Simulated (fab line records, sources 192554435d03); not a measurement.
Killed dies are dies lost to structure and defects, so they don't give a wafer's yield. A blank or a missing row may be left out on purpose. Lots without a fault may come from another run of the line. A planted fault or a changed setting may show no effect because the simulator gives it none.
A struck lot beside a sound one | flow n5_finfet | 36 steps out of a route of 1938
Sound: wafers L369.1, L369.4, L369.6. Struck: wafers L367.4, L367.5, L367.6. The cause comes at the end.
At each step with rows: each side's tool, then ch and its chambers, then its first start. Under that, the readings that differ: sound wafers | struck wafers | difference of the means | sigmas: that difference in standard deviations of wafers without a fault.
alike: readings whose means differ by less than 2 such deviations, and words and numbers that are the same on both sides. not compared: withheld readings, readings that some wafer has no value for, bounds like >300 that may hide the same value, and numbers for which the record gives no deviation and whose values overlap.
The two part at a step that has a row with sigmas, a row that says differs or no value, or rows on one side only. Numbers that don't overlap but have no deviation are shown without sigmas and don't part them. A reading that every wafer of one side lacks parts them only if that side has two wafers or more.

first, 9 steps without rows for these wafers: N5_BEOL_M4_ANNEAL_95 (time 240 s); N5_BEOL_M4_SPUTTER_96 (material Cu, target thk 4.5 nm, time 8.29 s); N5_BEOL_M4_ECD_50 (material Cu, target thk 300 nm); N5_BEOL_M4_ANNEAL_51 (time 90 s); N5_BEOL_M4_CMP_52 (polishes, stops on SiOC, t overpolish 6.8 s, target thk 40 nm); N5_BEOL_M4_PRE_CLEAN_60 (time 15 s); N5_BEOL_M4_CO_CAP_55 (material Co, precursor CCTBA/H2, target thk 2 nm, time 102.1 s); N5_BEOL_M4_PRE_CLEAN_56 (time 15 s); N5_BEOL_M4_DEP_57 (deposits SiCN from 3MS/NH3, target thk 8 nm, time 14 s).
N5_BEOL_M4_RC_MEAS_101:
  sound on prober-02 ch 0, day 12 12:32; struck on prober-01 ch 0, day 11 11:01
  alike: DIBL_N, DIBL_P, IOFF_N, IOFF_P, ION_N, ION_P, SS_N, SS_P, VT_N, VT_P
then, 24 steps without rows for these wafers: N5_BEOL_M5_ILD_DEP_00 (deposits SiCOH lowk from DEMS/porogen, target thk 140.64 nm, time 25.9 s); N5_BEOL_M5_CURE_79 (cures SiCOH lowk, time 240 s); N5_BEOL_M5_PECVD_70 (deposits SiO2 from TEOS/O2, target thk 16 nm, time 18 s); N5_BEOL_M5_HM_DEP_02 (deposits TiN, target thk 20 nm); N5_BEOL_M5_COAT_59 (time 60 s, resist thk 60 nm); N5_BEOL_M5_COAT_60 (time 60 s, resist thk 12 nm); N5_BEOL_M5_COAT_71 (time 60 s, resist thk 5 nm); N5_BEOL_M5_COAT_05 (resist thk 30 nm); N5_BEOL_M5_EBR_07; N5_BEOL_M5_SOFTBAKE_06 (time 60 s); N5_BEOL_M5_EXPOSE_08 (exposes mask M5, target cd 28 nm); N5_BEOL_M5_PEB_09 (peb time 60 s); N5_BEOL_M5_DEVELOP_10 (develop time 30 s); N5_BEOL_M5_DESCUM_16 (chemistry O2, time 7 s); N5_BEOL_M5_ETCH_72 (etches underlayer in N2/H2, target depth 6.5 nm, time 5.2 s); N5_BEOL_M5_ETCH_61 (etches SiARC in CF4, target depth 15.6 nm, time 26 s); N5_BEOL_M5_ETCH_62 (etches SOC in N2/H2, target depth 75 nm, overetch 15 nm, time 112.5 s); N5_BEOL_M5_STRIP_63 (strips in N2/H2); N5_BEOL_M5_STRIP_73 (strips in N2/H2); N5_BEOL_M5_STRIP_64 (strips in CF4); N5_BEOL_M5_HM_OPEN_17 (chemistry Cl2/BCl3, target TiN, target depth 20 nm, overetch 6 nm); N5_BEOL_M5_STRIP_19 (strips in O2); N5_BEOL_M5_COAT_65 (time 60 s, resist thk 60 nm); N5_BEOL_M5_COAT_66 (time 60 s, resist thk 12 nm).
-- the record jumps here: 2 days lie between the struck wafers' starts before and after (it left off in module BEOL_M5 and takes up again in module BEOL_M10, whose first step shown is number 1513 of the route) --
N5_BEOL_M10_ETCH_41: etches SiCN in CH3F/O2, target depth 42.6 nm, time 86 s.
  sound on rie_diel-05 ch 0,1,3, day 14 12:56; struck on rie_diel-04 ch 0,2,3, day 13 14:52
  no value came back on the struck wafers for any of 7 readings (CH3F_flow_sccm (sccm), O2_flow_sccm (sccm) and others); on the sound wafers CH3F_flow_sccm (sccm) reads 30.01 30.06 29.94
  not compared: rf_hours_counter_h
N5_PASSIVATION_PROBE_49:
  the record has rows for the sound wafers here (prober-01, day 16 14:55) and none for the struck ones

WHERE THEY PART
First at N5_BEOL_M10_ETCH_41; last, within this record, at N5_PASSIVATION_PROBE_49.

WHY: what the simulator had put in
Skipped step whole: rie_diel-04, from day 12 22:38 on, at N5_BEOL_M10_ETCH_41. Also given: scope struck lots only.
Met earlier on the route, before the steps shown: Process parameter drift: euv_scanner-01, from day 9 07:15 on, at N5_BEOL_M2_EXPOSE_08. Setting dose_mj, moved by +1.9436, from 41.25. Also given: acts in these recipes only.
